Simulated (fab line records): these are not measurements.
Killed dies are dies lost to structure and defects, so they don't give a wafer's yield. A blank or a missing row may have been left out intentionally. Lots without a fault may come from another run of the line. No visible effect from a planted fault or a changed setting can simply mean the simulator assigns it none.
A struck lot beside a sound one	flow n5-finfet	26 out of 1938 route steps
Sound: wafers L425.1, L425.3, L425.6. Wafers struck: L432.4, L432.6. Last of all comes the cause.
Each step with rows lists, per side, the tool, then ch with its chambers, then its first start. Under that, the readings that differ: sound wafers	struck wafers	difference of the means	sigmas: that difference in standard deviations of wafers without a fault.
alike: words and numbers the same on both sides, and readings whose means are apart by under 2 such deviations; not compared: readings that were withheld, readings missing a value for some wafer, numbers with overlapping values and no deviation given by the record, and bounds like >300 which may hide the same value.
Wherever a step has rows on one side only, a row that says differs or no value, or a row with sigmas, the two part there. Numbers that don't overlap but have no deviation are shown without sigmas and don't part them. Lack of a reading on every wafer of one side parts them only where that side has two or more wafers.

N5_BEOL_M10_CMP_52: polishes, stops on SiCOH lowk, t overpolish 7 s, target thk 140 nm.
  sound on cmp-03 ch 0,2, day 10 03:37; struck on cmp-01 ch 3, day 12 12:17
  alike: barrier-field-endpoint-s, motor-current-A, overpolish-run-s, platen-rpm, time-to-endpoint-s
N5_BEOL_M10_THK_MEAS_53: measures by xrf.
  sound on film-metro-01 at day 10 03:58; struck on film-metro-02 at day 12 12:35
  alike: M10_THK
then, 2 steps without rows for these wafers: N5_BEOL_M10_PRE_CLEAN_55 (time 15 s); N5_BEOL_M10_DEP_56 (deposits SiCN from 3MS/NH3, target thk 15 nm, time 26.5 s).
N5_BEOL_M10_RS_MEAS_57: measures by four-point-probe.
  sound on film-metro-01 at day 10 04:05; struck on film-metro-02 at day 12 12:43
  alike: M10_RS
N5_BEOL_M10_INSPECT_58: inspects for defects (darkfield).
  sound on defect-inspect-01 at day 10 04:07; struck on defect-inspect-02 at day 12 12:44
reading	sound	struck	difference	sigmas
raw-defect-count	91 68 38	136 108	+56	+2
N5_BEOL_M11_ILD_DEP_00: deposits SiCOH lowk from DEMS/porogen, target thk 308.51 nm, time 58 s.
  sound on pecvd-04 ch 0,2, day 10 04:10; struck on pecvd-04 ch 0,2, day 12 12:49
  alike: heater-power-w, showerhead-plenum-p-Torr, throttle-valve-pct
then, 1 step without rows for these wafers: N5_BEOL_M11_CURE_71 (cures SiCOH lowk, time 240 s).
N5_BEOL_M11_THK_MEAS_01:
  sound on film-metro-02 at day 10 04:45; struck on film-metro-02 at day 12 13:22
  alike: M11_ILD_THK
N5_BEOL_M11_PECVD_70: deposits SiO2 from TEOS/O2, target thk 20 nm, time 22.7 s.
  sound on pecvd-02 ch 0,1,2, day 10 04:47; struck on pecvd-04 ch 1,2, day 12 13:26
  alike: heater-power-w, showerhead-plenum-p-Torr, throttle-valve-pct
N5_BEOL_M11_HM_DEP_02: deposits TiN, target thk 20 nm.
  sound on pvd-sputter-03 at day 10 05:28; struck on pvd-sputter-01 at day 12 14:29
  alike: throttle-valve-pct
then, 1 step without rows for these wafers: N5_BEOL_M11_COAT_59 (time 60 s, resist thk 100 nm).
N5_BEOL_M11_COAT_60: time 60 s, resist thk 30 nm.
  sound on litho-track-04 ch 0, day 10 05:36; struck on litho-track-03 ch 0, day 12 14:37
reading	sound	struck	difference	sigmas
spin-speed-rpm (rpm)	1499.6 1500.1 1499.8	1625.1 1625.7	+125.6	+99 or more
model.SiARC_of_BEOL_M11_COAT_60.thk-nm (nm)	30.2 30 30.2	28.8 28.8	-1.3	
  alike: exhaust-pa, plate-temp-C
then, 6 steps without rows for these wafers: N5_BEOL_M11_COAT_05 (resist thk 90 nm); N5_BEOL_M11_EBR_07; N5_BEOL_M11_SOFTBAKE_06 (time 60 s); N5_BEOL_M11_EXPOSE_08 (exposes mask M11); N5_BEOL_M11_PEB_09 (peb time 60 s); N5_BEOL_M11_DEVELOP_10 (develop time 30 s).
N5_BEOL_M11_CD_MEAS_11 targets a cd of 64.1 nm.
  sound on cd-sem-02 ch 0, day 10 05:58; struck on cd-sem-02 ch 0, day 12 14:52
  alike: cd-nm
N5_BEOL_M11_OVL_MEAS_12:
  sound on overlay-02 ch 0, day 10 06:00; struck on overlay-01 ch 0, day 12 14:54
  alike: M11_OVL
N5_BEOL_M11_INSPECT_13: inspects for defects (brightfield).
  sound on defect-inspect-02 at day 10 06:01; struck on defect-inspect-01 at day 12 14:55
  alike: raw-defect-count
N5_BEOL_M11_DESCUM_16: chemistry O2, time 7.9 s.
  sound on rie-diel-06 ch 1,3, day 10 06:30; struck on rie-diel-02 ch 1,2, day 12 15:00
reading	sound	struck	difference	sigmas
drypump-motor-current-A (A)	6.5 6.6 6.6	5.0 5.7	-1.2	-2
  alike: oes-product-au, rf-vpp-V, showerhead-plenum-p-Torr, throttle-valve-pct
  not compared: rf-hours-counter-h
N5_BEOL_M11_ETCH_61: etches SiARC in CF4, target depth 39 nm, time 65 s.
  sound on rie-diel-06 ch 1,3, day 10 06:32; struck on rie-diel-02 ch 1,2, day 12 15:02
reading	sound	struck	difference	sigmas
drypump-motor-current-A (A)	6.5 6.6 6.6	5.0 5.7	-1.2	-2
etch-rf-on-time-s (s)	67.9 65.6 65.8	63.0 60.3	-4.8	-3
model.etch.depth-nm (nm)	30.16 30.1 30.18	28.87 28.87	-1.28	
model.CAR-ArF_of_BEOL_M11_COAT_05.thk-nm (nm)	55.8 55.8 55.4	56.8 56.8	+1.1	
  alike: oes-product-au, rf-vpp-V, showerhead-plenum-p-Torr, throttle-valve-pct
  not compared: rf-hours-counter-h
N5_BEOL_M11_ETCH_62: etches SOC in N2/H2, target depth 110 nm, overetch 22 nm, time 165 s.
  sound on rie-diel-06 ch 1,3, day 10 06:35; struck on rie-diel-02 ch 1,2, day 12 15:05
reading	sound	struck	difference	sigmas
drypump-motor-current-A (A)	6.5 6.6 6.6	5.0 5.7	-1.2	-2
model.SiARC_of_BEOL_M11_COAT_60.thk-nm (nm)	23.8 23.8 23.8	22.2 22.2	-1.6	
  alike: oes-product-au, rf-vpp-V, showerhead-plenum-p-Torr, throttle-valve-pct
  not compared: rf-hours-counter-h
then, 1 step without rows for these wafers: N5_BEOL_M11_STRIP_68 (strips in N2/H2).

## WHERE THEY PART
At N5_BEOL_M10_INSPECT_58 first; at N5_BEOL_M11_ETCH_62 last (within this record only).

WHY: what the simulator had put in
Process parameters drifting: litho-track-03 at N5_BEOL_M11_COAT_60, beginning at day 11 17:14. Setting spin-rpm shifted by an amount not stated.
